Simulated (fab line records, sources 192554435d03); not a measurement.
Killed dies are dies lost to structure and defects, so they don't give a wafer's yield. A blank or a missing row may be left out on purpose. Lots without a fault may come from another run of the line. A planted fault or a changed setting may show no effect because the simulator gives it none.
Chamber matching | flow n5_finfet | N5_DUMMY_GATE_ETCH_44 on rie_si-04: 4 sister chambers
The step etches poly-Si in HBr/O2, stops on SiO2, target depth 127.5 nm. 7 wafers are shown with their chamber, then 8 later ones without.

WAFERS WITH THEIR CHAMBER
wafer  | chamber | throttle_valve_pct (%) | drypump_motor_current_A (A)
L083.2 | 0       | 18.41                  | 5.9
L089.1 | 3       | 18.48                  | 5.5
L089.4 | 2       | 18.07                  | 5.8
L091.2 | 1       | 18.61                  | 6.2
L091.3 | 0       | 18.41                  | 5.8
L091.5 | 3       | 18.48                  | 5.6
L094.1 | 1       | 18.63                  | 6.2

WAFERS WITHOUT THEIR CHAMBER
wafer  | throttle_valve_pct (%) | drypump_motor_current_A (A)
L094.4 | 18.48                  | 5.5
L094.6 | 18.47                  | 5.6
L095.1 | 18.41                  | 5.8
L095.3 | 18.64                  | 6.1
L095.4 | 18.07                  | 5.7
L097.3 | 18.08                  | 5.8
L097.4 | 18.49                  | 5.5
L097.6 | 18.08                  | 5.7

WHICH CHAMBER EACH WENT THROUGH
wafer  | from the rows above | in truth
L094.4 | 3                   | 3
L094.6 | 3                   | 3
L095.1 | 0                   | 0
L095.3 | 1                   | 1
L095.4 | 2                   | 2
L097.3 | 2                   | 2
L097.4 | 3                   | 3
L097.6 | 2                   | 2
Placed correctly: 8 of 8. Can't be placed from these rows: 0. Placed wrongly: 0.
How it was worked out, from the rows above alone: a wafer's distance from a chamber is the root of the sum, over the readings, of the square of ((its reading less the chamber's mean) divided by the reading's scatter). The wafer belongs to the nearest chamber; if the next one is less than 2 further off, it can't be placed. A chamber's mean is the mean of its shown wafers. The scatter: the root of (the sum of the squares of (reading less its chamber's mean) over the shown wafers, divided by (wafers less chambers)).
